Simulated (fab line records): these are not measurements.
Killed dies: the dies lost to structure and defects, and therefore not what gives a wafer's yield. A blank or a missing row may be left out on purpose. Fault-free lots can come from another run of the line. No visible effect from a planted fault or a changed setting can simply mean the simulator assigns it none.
fab line records + flow nand_harc
record:
- lots: 12
- wafers: 36
- last_day: 25
route steps=1159 shown A_STAIRCASE@554 END@1159
lots with no fault: from the same line, run without faults
start_h: hours from the record's first day to the start of the lot's first wafer shown + wait_h: hours since the lot's step before + " the same as in the row above + L1.1+2: several wafers, shown together as one row + - value missing, or start not given + * or withheld: withheld + < > ~ a bound
route shown NAME@n: a module of which the file shows steps, and the number in the route of the first + usual: mean/standard deviation of fault-free wafers + same: alike in all rows + chamber/n: place in a boat + sites: readings site by site + _std_site: how widely they spread, as a standard deviation + _edge_site: inner sites' mean taken away from outer sites' mean + radius_mm: for every site, how far away it sits from the centre of the wafer + mask NAME#n: copy n + behind: the most recent tool/chamber to have shaped the wafer + hold: reason for holding the lot/hours on hold/outcome of the hold + device: whichever transistor did not switch (one of n, p or np) + end of line: at the end of the route, the tests of the same wafers + a step with no rows: only its recipe + killed: not the wafer's yield, but the dies lost to structure and defects at the first sort + map: a wafer's dies, x killed, . not, _ none there
set.NAME: setting as actually run; set.NAME@STEP: the setting as run at that earlier step + model.NAME: the simulator's own value behind a step, which no gauge read
the route's steps for a sample of lots (tables are steps, rows are wafers)
services: the hour from which a tool's chamber was out of use, counted from the record's first day as start_h (under 0 if before that day), plus the number of hours and why
== steps ==
step: NHARC_A_STAIRCASE_TRIM_18
recipe:
- time_s: 211.2
- o2_flow_sccm: 500
- ar_flow_sccm: 0
- bias_w: 0
- chemistry: O2
usual:
- drypump_motor_current_A: 5.8/0.41
- oes_product_au: 1.002/0.011
- rf_vpp_V: 57.7/0.96
- showerhead_plenum_p_Torr: 3.49/0.15
- throttle_valve_pct: 17.037/0.0097
same:
- time_s: 211.2
| lot.wafer | tool        | chamber | start_h | wait_h | drypump_motor_current_A | oes_product_au | rf_hours_counter_h | rf_vpp_V | showerhead_plenum_p_Torr | throttle_valve_pct |
|-----------|-------------|---------|---------|--------|-------------------------|----------------|--------------------|----------|--------------------------|--------------------|
| L426.4    | rie_diel-02 | 3       | -       | -      | 5.4                     | 1.034          | 34                 | 57.8     | 3.67                     | 17.039             |
| L426.1    | "           | 0       | "       | "      | 5.4                     | 1.007          | 31                 | 58.0     | 3.49                     | 17.026             |
| L426.5    | "           | 3       | "       | "      | 5.4                     | 1.016          | -                  | 59.4     | 3.67                     | 17.028             |
| L427.2    | rie_diel-02 | 2       | -       | -      | 6.1                     | 1.005          | 31                 | 57.3     | 3.52                     | 17.036             |
| L427.3    | "           | 0       | "       | "      | 5.4                     | 1.008          | 31                 | 55.7     | 3.49                     | 17.030             |
| L427.5    | "           | 1       | "       | "      | 5.5                     | 0.987          | -                  | 57.9     | 3.44                     | 17.023             |
| L429.1    | rie_diel-13 | 0       | -       | -      | 5.3                     | 1.005          | 57                 | 55.2     | 3.36                     | 17.039             |
| L429.6    | "           | 3       | "       | "      | 5.4                     | 1.008          | -                  | 57.6     | 3.78                     | 17.027             |
| L429.5    | "           | 0       | "       | "      | 5.3                     | 0.997          | -                  | 56.8     | 3.36                     | 17.034             |
| L428.1    | rie_diel-04 | 2       | -       | -      | 6.3                     | 1.006          | 51                 | 58.8     | 3.27                     | 17.036             |
| L428.2    | "           | 3       | "       | "      | 6.1                     | 1.016          | 50                 | 57.5     | 3.38                     | 17.029             |
| L428.3    | "           | 1       | "       | "      | 6.5                     | 1.024          | 50                 | 57.4     | 3.54                     | 17.041             |
| L437.3    | rie_diel-13 | 1       | -       | -      | 6.3                     | 1.000          | 11                 | 58.7     | 3.48                     | 17.025             |
| L437.4    | "           | 3       | "       | "      | 5.5                     | 0.992          | 9                  | 58.4     | 3.77                     | 17.047             |
| L437.5    | "           | 1       | "       | "      | 6.3                     | 1.005          | -                  | 58.1     | 3.48                     | 17.040             |
| L439.4    | rie_diel-02 | 1       | -       | -      | 5.5                     | 0.990          | 56                 | 58.3     | 3.43                     | 17.028             |
| L439.2    | "           | 2       | "       | "      | 6.1                     | 0.998          | 57                 | 58.3     | 3.50                     | 17.053             |
| L439.5    | "           | 0       | "       | "      | 5.4                     | 1.008          | -                  | 58.7     | 3.48                     | 17.025             |
| L436.3    | rie_diel-04 | 2       | -       | -      | 6.3                     | 1.000          | 9                  | 58.8     | 3.80                     | 17.056             |
| L436.5    | "           | 1       | "       | "      | 6.5                     | 1.022          | -                  | 58.5     | 3.53                     | 17.058             |
| L436.6    | "           | 2       | "       | "      | 6.3                     | 0.995          | -                  | 56.9     | 3.80                     | 17.035             |
| L440.1    | rie_diel-13 | 0       | -       | -      | 5.3                     | 0.998          | 16                 | 56.8     | 3.34                     | 17.045             |
| L440.6    | "           | 3       | "       | "      | 5.4                     | 0.990          | -                  | 56.4     | 3.76                     | 17.044             |
| L440.5    | "           | 0       | "       | "      | 5.3                     | 1.009          | -                  | 56.7     | 3.34                     | 17.022             |
| L445.4    | rie_diel-13 | 2       | -       | -      | 5.8                     | 0.997          | 24                 | 56.5     | 3.44                     | 17.041             |
| L445.1    | "           | 3       | "       | "      | 5.4                     | 1.000          | 22                 | 58.0     | 3.76                     | 17.041             |
| L445.6    | "           | 1       | "       | "      | 6.3                     | 1.000          | -                  | 58.5     | 3.48                     | 17.027             |
| L446.3    | rie_diel-13 | 2       | -       | -      | 5.8                     | 0.983          | 31                 | 57.7     | 3.44                     | 17.044             |
| L446.6    | "           | 3       | "       | "      | 5.4                     | 0.983          | -                  | 58.0     | 3.76                     | 17.036             |
| L446.5    | "           | 0       | "       | "      | 5.3                     | 0.997          | -                  | 58.5     | 3.34                     | 17.048             |
| L447.4    | rie_diel-13 | 3       | -       | -      | 5.5                     | 0.989          | 27                 | 58.2     | 3.76                     | 17.040             |
| L447.2    | "           | 0       | "       | "      | 5.3                     | 0.994          | 28                 | 56.5     | 3.34                     | 17.031             |
| L447.1    | "           | 1       | "       | "      | 6.3                     | 1.010          | 32                 | 57.4     | 3.47                     | 17.029             |
| L448.3    | rie_diel-02 | 2       | -       | -      | 6.1                     | 0.997          | 14                 | 56.5     | 3.49                     | 17.051             |
| L448.4    | "           | 0       | "       | "      | 5.4                     | 1.002          | 13                 | 56.6     | 3.47                     | 17.034             |
| L448.2    | "           | 1       | "       | "      | 5.5                     | 0.987          | 14                 | 57.3     | 3.42                     | 17.022             |
step: NHARC_A_STAIRCASE_ETCH_19
recipe:
- target_depth_a: 1000
- time_s: 40.5
- ion_energy_ev: 400
- c4f8_flow_sccm: 20
- o2_flow_sccm: 10
- ar_flow_sccm: withheld
- rf_w: 600
- bias_w: 1000
- chemistry: C4F8/O2
usual:
- oes_product_au: 0.942/0.013
- rf_vpp_V: 894/5
same:
- time_s: 40.5
| lot.wafer | tool        | chamber | start_h | wait_h | oes_product_au | rf_hours_counter_h | rf_vpp_V |
|-----------|-------------|---------|---------|--------|----------------|--------------------|----------|
| L426.1    | rie_diel-02 | 1       | -       | -      | 0.921          | 28                 | 894      |
| L426.4    | "           | 3       | "       | "      | 0.952          | 34                 | 901      |
| L426.5    | "           | 1       | "       | "      | 0.921          | -                  | 893      |
| L427.3    | rie_diel-02 | 0       | -       | -      | 0.953          | 31                 | 895      |
| L427.2    | "           | 2       | "       | "      | 0.937          | 31                 | 896      |
| L427.5    | "           | 0       | "       | "      | 0.942          | -                  | 894      |
| L429.1    | rie_diel-13 | 3       | -       | -      | 0.931          | 56                 | 904      |
| L429.6    | "           | 2       | "       | "      | 0.957          | -                  | 893      |
| L429.5    | "           | 3       | "       | "      | 0.932          | -                  | 906      |
| L428.2    | rie_diel-04 | 3       | -       | -      | 0.934          | 51                 | 890      |
| L428.1    | "           | 0       | "       | "      | 0.946          | 49                 | 889      |
| L428.3    | "           | 2       | "       | "      | 0.943          | 51                 | 887      |
| L437.4    | rie_diel-13 | 0       | -       | -      | 0.952          | 9                  | 889      |
| L437.3    | "           | 2       | "       | "      | 0.933          | 11                 | 893      |
| L437.5    | "           | 1       | "       | "      | 0.957          | -                  | 895      |
| L439.2    | rie_diel-02 | 2       | -       | -      | 0.945          | 57                 | 895      |
| L439.4    | "           | 3       | "       | "      | 0.963          | 58                 | 901      |
| L439.5    | "           | 0       | "       | "      | 0.935          | -                  | 894      |
| L436.3    | rie_diel-04 | 1       | -       | -      | 0.957          | 9                  | 896      |
| L436.5    | "           | 0       | "       | "      | 0.927          | -                  | 888      |
| L436.6    | "           | 1       | "       | "      | 0.957          | -                  | 896      |
| L440.1    | rie_diel-13 | 1       | -       | -      | 0.953          | 19                 | 894      |
| L440.5    | "           | 0       | "       | "      | 0.943          | -                  | 889      |
| L440.6    | "           | 1       | "       | "      | 0.952          | -                  | 896      |
| L445.4    | rie_diel-13 | 0       | -       | -      | 0.924          | 22                 | 888      |
| L445.1    | "           | 2       | "       | "      | 0.936          | 24                 | 895      |
| L445.6    | "           | 1       | "       | "      | 0.934          | -                  | 894      |
| L446.3    | rie_diel-13 | 2       | -       | -      | 0.943          | 31                 | 894      |
| L446.5    | "           | 1       | "       | "      | 0.952          | -                  | 894      |
| L446.6    | "           | 2       | "       | "      | 0.928          | -                  | 892      |
| L447.2    | rie_diel-13 | 3       | -       | -      | 0.951          | 28                 | 905      |
| L447.1    | "           | 0       | "       | "      | 0.951          | 28                 | 889      |
| L447.4    | "           | 1       | "       | "      | 0.953          | 32                 | 893      |
| L448.3    | rie_diel-02 | 3       | -       | -      | 0.931          | 14                 | 899      |
| L448.2    | "           | 0       | "       | "      | 0.928          | 13                 | 893      |
| L448.4    | "           | 1       | "       | "      | 0.924          | 14                 | 892      |
step: NHARC_A_STAIRCASE_TRIM_22
recipe:
- time_s: 211.2
- o2_flow_sccm: 500
- ar_flow_sccm: 0
- bias_w: 0
- chemistry: O2
usual:
- drypump_motor_current_A: 5.9/0.41
- oes_product_au: 1.002/0.012
- rf_vpp_V: 57.7/0.75
- showerhead_plenum_p_Torr: 3.50/0.15
- throttle_valve_pct: 17.036/0.0085
same:
- time_s: 211.2
| lot.wafer | tool        | chamber | start_h | wait_h | drypump_motor_current_A | oes_product_au | rf_hours_counter_h | rf_vpp_V | showerhead_plenum_p_Torr | throttle_valve_pct |
|-----------|-------------|---------|---------|--------|-------------------------|----------------|--------------------|----------|--------------------------|--------------------|
| L426.4    | rie_diel-02 | 2       | -       | -      | 6.1                     | 1.018          | 31                 | 58.3     | 3.52                     | 17.049             |
| L426.1    | "           | 1       | "       | "      | 5.6                     | 0.985          | 29                 | 56.8     | 3.44                     | 17.039             |
| L426.5    | "           | 2       | "       | "      | 6.1                     | 1.007          | -                  | 59.0     | 3.52                     | 17.049             |
| L427.3    | rie_diel-13 | 3       | -       | -      | 5.4                     | 0.995          | 53                 | 57.8     | 3.78                     | 17.032             |
| L427.2    | "           | 0       | "       | "      | 5.3                     | 0.999          | 53                 | 57.0     | 3.36                     | 17.028             |
| L427.5    | "           | 0       | "       | "      | 5.3                     | 0.991          | -                  | 58.2     | 3.36                     | 17.040             |
| L429.1    | rie_diel-02 | 1       | -       | -      | 5.5                     | 1.002          | 33                 | 57.9     | 3.44                     | 17.034             |
| L429.5    | "           | 0       | "       | "      | 5.5                     | 1.014          | -                  | 55.8     | 3.49                     | 17.037             |
| L429.6    | "           | 1       | "       | "      | 5.5                     | 0.995          | -                  | 56.9     | 3.44                     | 17.044             |
| L428.1    | rie_diel-13 | 2       | -       | -      | 5.8                     | 1.001          | 54                 | 57.1     | 3.46                     | 17.047             |
| L428.2    | "           | 3       | "       | "      | 5.4                     | 0.997          | 57                 | 58.6     | 3.78                     | 17.046             |
| L428.3    | "           | 1       | "       | "      | 6.3                     | 1.010          | 53                 | 56.6     | 3.49                     | 17.043             |
| L437.4    | rie_diel-02 | 3       | -       | -      | 5.4                     | 1.013          | 58                 | 57.3     | 3.66                     | 17.047             |
| L437.3    | "           | 0       | "       | "      | 5.4                     | 0.992          | 57                 | 58.0     | 3.48                     | 17.037             |
| L437.5    | "           | 2       | "       | "      | 6.1                     | 1.006          | -                  | 56.8     | 3.50                     | 17.032             |
| L439.4    | rie_diel-02 | 2       | -       | -      | 6.1                     | 1.005          | 57                 | 57.6     | 3.50                     | 17.028             |
| L439.2    | "           | 3       | "       | "      | 5.4                     | 1.016          | 58                 | 58.9     | 3.66                     | 17.034             |
| L439.5    | "           | 2       | "       | "      | 6.1                     | 0.995          | -                  | 56.7     | 3.50                     | 17.042             |
| L436.3    | rie_diel-13 | 3       | -       | -      | 5.4                     | 0.993          | 14                 | 57.7     | 3.76                     | 17.044             |
| L436.6    | "           | 3       | "       | "      | 5.4                     | 0.996          | -                  | 58.2     | 3.76                     | 17.032             |
| L436.5    | "           | 0       | "       | "      | 5.3                     | 0.993          | -                  | 58.1     | 3.34                     | 17.047             |
| L440.1    | rie_diel-04 | 3       | -       | -      | 6.2                     | 1.007          | 14                 | 57.6     | 3.37                     | 17.023             |
| L440.5    | "           | 0       | "       | "      | 5.8                     | 0.995          | -                  | 57.9     | 3.31                     | 17.019             |
| L440.6    | "           | 1       | "       | "      | 6.6                     | 1.023          | -                  | 56.8     | 3.53                     | 17.035             |
| L445.1    | rie_diel-13 | 0       | -       | -      | 5.3                     | 0.999          | 22                 | 57.4     | 3.34                     | 17.046             |
| L445.4    | "           | 2       | "       | "      | 5.8                     | 0.997          | 25                 | 59.3     | 3.44                     | 17.037             |
| L445.6    | "           | 0       | "       | "      | 5.3                     | 1.002          | -                  | 57.9     | 3.34                     | 17.023             |
| L446.3    | rie_diel-04 | 0       | -       | -      | 5.8                     | 0.988          | 26                 | 56.9     | 3.30                     | 17.042             |
| L446.5    | "           | 2       | "       | "      | 6.4                     | 0.998          | -                  | 57.9     | 3.79                     | 17.028             |
| L446.6    | "           | 3       | "       | "      | 6.2                     | 0.995          | -                  | 56.7     | 3.36                     | 17.036             |
| L447.2    | rie_diel-04 | 1       | -       | -      | 6.6                     | 1.032          | 26                 | 58.1     | 3.52                     | 17.040             |
| L447.1    | "           | 2       | "       | "      | 6.3                     | 1.005          | 22                 | 58.9     | 3.80                     | 17.037             |
| L447.4    | "           | 0       | "       | "      | 5.8                     | 0.994          | 26                 | 57.1     | 3.30                     | 17.029             |
| L448.3    | rie_diel-04 | 2       | -       | -      | 6.3                     | 0.994          | 28                 | 58.4     | 3.79                     | 17.046             |
| L448.2    | "           | 1       | "       | "      | 6.5                     | 1.030          | 32                 | 56.9     | 3.52                     | 17.032             |
| L448.4    | "           | 1       | "       | "      | 6.5                     | 1.025          | -                  | 56.4     | 3.52                     | 17.027             |
step: NHARC_A_STAIRCASE_ETCH_25
recipe:
- target_depth_a: 1000
- time_s: 40.5
- ion_energy_ev: 400
- c4f8_flow_sccm: 20
- o2_flow_sccm: 10
- ar_flow_sccm: withheld
- rf_w: 600
- bias_w: 1000
- chemistry: C4F8/O2
usual:
- oes_product_au: 0.942/0.012
- rf_vpp_V: 895/5.4
same:
- time_s: 40.5
| lot.wafer | tool        | chamber | start_h | wait_h | oes_product_au | rf_hours_counter_h | rf_vpp_V |
|-----------|-------------|---------|---------|--------|----------------|--------------------|----------|
| L426.4    | rie_diel-02 | 0       | 247.00  | -      | 0.956          | 32                 | 894      |
| L426.1    | "           | 2       | "       | "      | 0.939          | 31                 | 894      |
| L426.5    | "           | 3       | "       | "      | 0.971          | -                  | 901      |
| L427.2    | rie_diel-13 | 2       | 247.60  | -      | 0.941          | 52                 | 895      |
| L427.3    | "           | 0       | "       | "      | 0.950          | 54                 | 889      |
| L427.5    | "           | 2       | "       | "      | 0.963          | -                  | 893      |
| L428.1    | rie_diel-13 | 3       | 258.14  | -      | 0.948          | 57                 | 904      |
| L428.2    | "           | 1       | "       | "      | 0.954          | 53                 | 895      |
| L428.3    | "           | 2       | "       | "      | 0.955          | 54                 | 894      |
| L429.1    | rie_diel-02 | 0       | 258.19  | -      | 0.936          | 36                 | 893      |
| L429.6    | "           | 2       | "       | "      | 0.942          | -                  | 896      |
| L429.5    | "           | 3       | "       | "      | 0.954          | -                  | 902      |
| L437.4    | rie_diel-02 | 2       | 314.25  | -      | 0.761          | 58                 | 897      |
| L437.3    | "           | 3       | "       | "      | 0.948          | 58                 | 901      |
| L437.5    | "           | 2       | "       | "      | 0.759          | -                  | 895      |
| L439.4    | rie_diel-02 | 0       | 314.59  | -      | 0.949          | 57                 | 895      |
| L439.2    | "           | 2       | "       | "      | 0.759          | 58                 | 894      |
| L439.5    | "           | 0       | "       | "      | 0.942          | -                  | 896      |
| L436.3    | rie_diel-13 | 3       | 323.95  | -      | 0.930          | 14                 | 905      |
| L436.6    | "           | 0       | "       | "      | 0.951          | -                  | 888      |
| L436.5    | "           | 1       | "       | "      | 0.936          | -                  | 895      |
| L440.1    | rie_diel-04 | 3       | 333.23  | -      | 0.929          | 14                 | 890      |
| L440.6    | "           | 0       | "       | "      | 0.940          | -                  | 888      |
| L440.5    | "           | 3       | "       | "      | 0.927          | -                  | 889      |
| L445.1    | rie_diel-13 | 3       | 345.95  | -      | 0.945          | 23                 | 904      |
| L445.4    | "           | 0       | "       | "      | 0.928          | 22                 | 890      |
| L445.6    | "           | 2       | "       | "      | 0.945          | -                  | 892      |
| L446.3    | rie_diel-04 | 1       | 360.11  | -      | 0.963          | 27                 | 897      |
| L446.5    | "           | 1       | "       | "      | 0.968          | -                  | 896      |
| L446.6    | "           | 2       | "       | "      | 0.943          | -                  | 906      |
| L447.1    | rie_diel-04 | 2       | 360.18  | -      | 0.926          | 23                 | 905      |
| L447.4    | "           | 3       | "       | "      | 0.944          | 27                 | 889      |
| L447.2    | "           | 1       | "       | "      | 0.954          | 27                 | 897      |
| L448.2    | rie_diel-04 | 1       | 379.06  | -      | 0.963          | 33                 | 896      |
| L448.3    | "           | 2       | "       | "      | 0.947          | 29                 | 905      |
| L448.4    | "           | 2       | "       | "      | 0.947          | -                  | 906      |
step: NHARC_END_SORT_01
recipe:
- temp_c: 25
usual:
- killed_at_array: 25/9.2
- killed_at_other: 0.8/1.2
- killed_at_periphery: 3.9/2.6
- killed_dies: 30/9.7
- killed_open: 3.4/1.9
- killed_short: 2.0/1.4
same:
- gross_dies: 677
| lot.wafer | tool      | chamber | start_h | wait_h | hold                     | killed_at_array | killed_at_other | killed_at_periphery | killed_dies | killed_open | killed_short |
|-----------|-----------|---------|---------|--------|--------------------------|-----------------|-----------------|---------------------|-------------|-------------|--------------|
| L439.2    | prober-01 | 0       | 508.24  | 2.8    | await_dispo/2.5h/release | 677             | 0               | 0                   | 677         | 5           | 2            |
| L439.4    | prober-01 | 0       | 509.82  | 3.4    | await_dispo/2.5h/release | 32              | 0               | 2                   | 34          | 1           | 3            |
| L439.5    | prober-01 | 0       | 510.61  | 3.7    | await_dispo/2.5h/release | 30              | 0               | 0                   | 30          | 3           | 4            |
| L437.3    | prober-01 | 0       | 516.79  | 3.1    | await_dispo/3.2h/release | 24              | 0               | 3                   | 27          | 5           | 1            |
| L437.4    | prober-01 | 0       | 517.59  | 3.4    | await_dispo/3.2h/release | 671             | 0               | 6                   | 677         | 2           | 2            |
| L437.5    | prober-01 | 0       | 518.40  | 3.7    | await_dispo/3.2h/release | 669             | 1               | 7                   | 677         | 3           | 3            |
| L440.1    | prober-02 | 0       | 536.14  | 2.5    | -                        | 32              | 2               | 4                   | 38          | 5           | 2            |
| L440.5    | prober-02 | 0       | 539.32  | 3.7    | -                        | 24              | 3               | 4                   | 31          | 2           | 1            |
| L440.6    | prober-02 | 0       | 540.11  | 4.0    | -                        | 46              | 0               | 1                   | 47          | 5           | 1            |
killed by level:class
L439.2 A_STAIRCASE:area_etch=647 A_SLIT:chamber_film_flake=10 A_STAIRCASE:chamber_film_flake=6 A_WL_FILL:chamber_film_flake=4 A_ONON_D1:geometric_particle:short=2 A_WL_FILL:geometric_particle:open=2 A_CONTACT:geometric_particle:open=2 A_CONTACT:chamber_film_flake=2
L439.4 A_SLIT:chamber_film_flake=10 A_STAIRCASE:chamber_film_flake=6 A_CONTACT:chamber_film_flake=6 A_CHANNEL_HOLE_D1:chamber_film_flake=4 A_WL_FILL:chamber_film_flake=3 A_ONON_D1:geometric_particle:short=2 P_M1:geometric_particle:open=1 A_M0:geometric_particle:short=1
L439.5 A_SLIT:chamber_film_flake=9 A_CHANNEL_HOLE_D1:chamber_film_flake=6 A_STAIRCASE:chamber_film_flake=6 A_WL_FILL:geometric_particle:short=2 A_SOURCE_PLATE:geometric_particle:short=1 A_ONON_D1:geometric_particle:open=1 A_CHANNEL_FILL_D1:geometric_particle:short=1 A_CHANNEL_FILL_D1:geometric_particle:open=1
L437.3 A_SLIT:chamber_film_flake=14 A_CONTACT:geometric_particle:open=3 A_CONTACT:chamber_film_flake=3 P_M0:geometric_particle:open=2 A_CHANNEL_HOLE_D1:chamber_film_flake=2 A_M1:geometric_particle:short=1 P_GATE:chamber_film_flake=1 A_WL_FILL:chamber_film_flake=1
L437.4 A_STAIRCASE:area_etch=647 A_SLIT:chamber_film_flake=11 A_CHANNEL_HOLE_D1:chamber_film_flake=4 A_CONTACT:chamber_film_flake=4 A_STAIRCASE:chamber_film_flake=3 P_ZERO_WELL:chamber_film_flake=2 P_GATE:chamber_film_flake=2 P_STI:geometric_particle:short=1
L437.5 A_STAIRCASE:area_etch=648 A_CONTACT:chamber_film_flake=7 A_CHANNEL_HOLE_D1:chamber_film_flake=5 A_SLIT:chamber_film_flake=5 P_ZERO_WELL:chamber_film_flake=2 P_GATE:chamber_film_flake=2 A_STAIRCASE:chamber_film_flake=2 P_GATE:geometric_particle:open=1
L440.1 A_SLIT:chamber_film_flake=12 A_CHANNEL_HOLE_D1:chamber_film_flake=11 THIN_TSV:chamber_film_flake=2 P_CONTACT:geometric_particle:open=1 A_SOURCE_PLATE:geometric_particle:open=1 A_ONON_D1:geometric_particle:short=1 A_CHANNEL_HOLE_D1:geometric_particle:short=1 A_WL_FILL:geometric_particle:open=1
L440.5 A_CHANNEL_HOLE_D1:chamber_film_flake=15 A_SLIT:chamber_film_flake=6 P_M1:chamber_film_flake=3 THIN_TSV:chamber_film_flake=3 P_CONTACT:geometric_particle:open=1 A_SOURCE_PLATE:geometric_particle:open=1 A_CHANNEL_HOLE_D1:geometric_particle:short=1 A_CHANNEL_FILL_D1:chamber_film_flake=1
L440.6 A_CHANNEL_HOLE_D1:chamber_film_flake=24 A_SLIT:chamber_film_flake=13 A_CONTACT:geometric_particle:open=2 A_STAIRCASE:chamber_film_flake=2 P_CONTACT:geometric_particle:open=1 A_WL_FILL:geometric_particle:short=1 A_WL_FILL:geometric_particle:open=1 A_M1:geometric_particle:open=1
== services ==
| tool        | chamber | start_h | hours | kind       |
|-------------|---------|---------|-------|------------|
| rie_diel-13 | 0       | 230.93  | -     | clean      |
| rie_diel-13 | 1       | 230.93  | -     | clean      |
| rie_diel-13 | 2       | 230.93  | -     | clean      |
| rie_diel-13 | 3       | 230.93  | -     | clean      |
| rie_diel-13 | 0       | 255.43  | -     | clean      |
| rie_diel-13 | 1       | 255.43  | -     | clean      |
| rie_diel-13 | 2       | 255.43  | -     | clean      |
| rie_diel-13 | 3       | 255.43  | -     | clean      |
| rie_diel-13 | -       | 276.00  | 9.0   | pm         |
| rie_diel-13 | 0       | 276.00  | 10.1  | vent_cycle |
| rie_diel-13 | 1       | 276.00  | 9.0   | vent_cycle |
| rie_diel-13 | 2       | 276.00  | 9.0   | vent_cycle |
| rie_diel-13 | 3       | 276.00  | 9.0   | vent_cycle |
| rie_diel-13 | 1       | 285.00  | -     | clean      |
| rie_diel-13 | 2       | 285.00  | -     | clean      |
| rie_diel-13 | 3       | 285.00  | -     | clean      |
| rie_diel-04 | -       | 290.00  | 9.0   | pm         |
| rie_diel-13 | 0       | 309.50  | -     | clean      |
| rie_diel-13 | 1       | 309.50  | -     | clean      |
| rie_diel-13 | 2       | 309.50  | -     | clean      |
| rie_diel-13 | 3       | 309.50  | -     | clean      |
| rie_diel-04 | 2       | 328.79  | 7.2   | repair     |
| rie_diel-13 | 0       | 334.00  | -     | clean      |
| rie_diel-04 | 3       | 365.31  | 26.3  | repair     |
== key ==
first_sign:
- step: NHARC_A_STAIRCASE_ETCH_25
- reading: oes_product_au
- direction: down
- sigmas: 15
- usual: 0.942
- struck: 0.759
effect:
- step: NHARC_END_SORT_01
- reading: killed_at_array
- direction: up
- sigmas: 70
- usual: 25
- struck: 672
more_kills_born_at:
- NHARC_A_STAIRCASE_ETCH_25@rie_diel-02: 1942
met_at NHARC_A_STAIRCASE_ETCH_25
struck_lots L437,L439
struck_wafers L437.4,L437.5,L439.2
later_rows_left_out L437.4,L437.5,L439.2
tester_left_out L437,L439
not_acting_at NHARC_A_STAIRCASE_TRIM_18,NHARC_A_STAIRCASE_ETCH_19,NHARC_A_STAIRCASE_TRIM_22
onset_between 258.19 314.25
fault:
- kind: process_parameter_drift
- tool: rie_diel-02
- chamber: 2
- onset_h: 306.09
- steps: NHARC_A_STAIRCASE_ETCH_25
- channel: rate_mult
- offset: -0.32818
- shape: step
- end_h: 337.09
tester_left_out: of these lots the tester's yield and bins aren't shown, on N5 and GAA mostly nor the transistor test; their killed dies are dies lost to structure and defects alone, not to doping, threshold or leakage, so they don't give the yield
later_rows_left_out: the simulator's readings of these wafers behind a module that went badly wrong aren't trusted and aren't shown, but for the sort
